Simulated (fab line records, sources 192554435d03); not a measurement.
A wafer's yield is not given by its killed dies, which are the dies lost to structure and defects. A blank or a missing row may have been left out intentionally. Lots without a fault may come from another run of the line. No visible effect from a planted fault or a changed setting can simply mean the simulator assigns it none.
Matching of chambers / flow n5 finfet / 4 sister chambers for N5_BEOL_M2_VIA_ETCH_34 on rie diel-05
The step etches the open film in C4F6/O2, target depth 69.4 nm, time 65.9 s. 14 wafers are shown with their chamber, then 7 later ones without.

## WAFERS PAIRED WITH THEIR CHAMBERS
wafer=L081.1; chamber=2; rf vpp V (V)=660; oes product au (a.u.)=0.71; throttle valve pct (%)=30.8
wafer=L081.2; chamber=0; rf vpp V (V)=676; oes product au (a.u.)=0.69; throttle valve pct (%)=31.1
wafer=L081.5; chamber=2; rf vpp V (V)=661; oes product au (a.u.)=0.71; throttle valve pct (%)=30.8
wafer=L083.2; chamber=0; rf vpp V (V)=676; oes product au (a.u.)=0.67; throttle valve pct (%)=31.1
wafer=L083.4; chamber=0; rf vpp V (V)=676; oes product au (a.u.)=0.68; throttle valve pct (%)=31.1
wafer=L083.6; chamber=2; rf vpp V (V)=660; oes product au (a.u.)=0.70; throttle valve pct (%)=30.8
wafer=L088.2; chamber=1; rf vpp V (V)=658; oes product au (a.u.)=0.83; throttle valve pct (%)=30.8
wafer=L088.4; chamber=2; rf vpp V (V)=658; oes product au (a.u.)=0.70; throttle valve pct (%)=30.8
wafer=L088.5; chamber=1; rf vpp V (V)=657; oes product au (a.u.)=0.84; throttle valve pct (%)=30.7
wafer=L089.1; chamber=0; rf vpp V (V)=689; oes product au (a.u.)=0.96; throttle valve pct (%)=30.6
wafer=L089.5; chamber=2; rf vpp V (V)=659; oes product au (a.u.)=0.69; throttle valve pct (%)=30.8
wafer=L089.6; chamber=0; rf vpp V (V)=690; oes product au (a.u.)=0.96; throttle valve pct (%)=30.6
wafer=L091.1; chamber=3; rf vpp V (V)=640; oes product au (a.u.)=0.98; throttle valve pct (%)=31.2
wafer=L091.5; chamber=2; rf vpp V (V)=659; oes product au (a.u.)=0.68; throttle valve pct (%)=30.8

SIGNATURES (means of the wafers above)
reading=rf vpp V; chamber 0=681.40; chamber 1=657.50; chamber 2=659.50; chamber 3=640.00; scatter within a chamber=4.75
reading=oes product au; chamber 0=0.7920; chamber 1=0.8350; chamber 2=0.6983; chamber 3=0.9800; scatter within a chamber=0.0975
reading=throttle valve pct; chamber 0=30.900; chamber 1=30.750; chamber 2=30.800; chamber 3=31.200; scatter within a chamber=0.175
Rule: a wafer lies at a distance from a chamber equal to the root of the sum of squares, over the readings, of (its reading less the chamber's mean, divided by the reading's scatter). If the next closest chamber is less than 2 further off than the closest, the wafer can't be placed; otherwise it belongs to the closest. The scatter: the root of (the sum of the squares of (reading less its chamber's mean) over the shown wafers, divided by (wafers less chambers)).

## WAFERS WITH NO CHAMBER GIVEN
wafer=L091.6; rf vpp V (V)=658; oes product au (a.u.)=0.82; throttle valve pct (%)=30.7
wafer=L093.1; rf vpp V (V)=660; oes product au (a.u.)=0.69; throttle valve pct (%)=30.8
wafer=L093.4; rf vpp V (V)=689; oes product au (a.u.)=0.92; throttle valve pct (%)=30.6
wafer=L093.6; rf vpp V (V)=687; oes product au (a.u.)=0.92; throttle valve pct (%)=30.6
wafer=L092.1; rf vpp V (V)=639; oes product au (a.u.)=0.96; throttle valve pct (%)=31.2
wafer=L092.3; rf vpp V (V)=688; oes product au (a.u.)=0.93; throttle valve pct (%)=30.6
wafer=L092.4; rf vpp V (V)=659; oes product au (a.u.)=0.69; throttle valve pct (%)=30.8

## WHICH CHAMBER EACH WENT THROUGH
wafer=L091.6; from the rows above=can't be placed: 1 or 2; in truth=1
wafer=L093.1; from the rows above=can't be placed: 2 or 1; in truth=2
wafer=L093.4; from the rows above=0; in truth=0
wafer=L093.6; from the rows above=0; in truth=0
wafer=L092.1; from the rows above=3; in truth=3
wafer=L092.3; from the rows above=0; in truth=0
wafer=L092.4; from the rows above=can't be placed: 2 or 1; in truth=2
Correctly placed: 4 of 7. From these rows, 3 cannot be placed; in 3 the true chamber is one of the candidates. 0 placed wrongly.
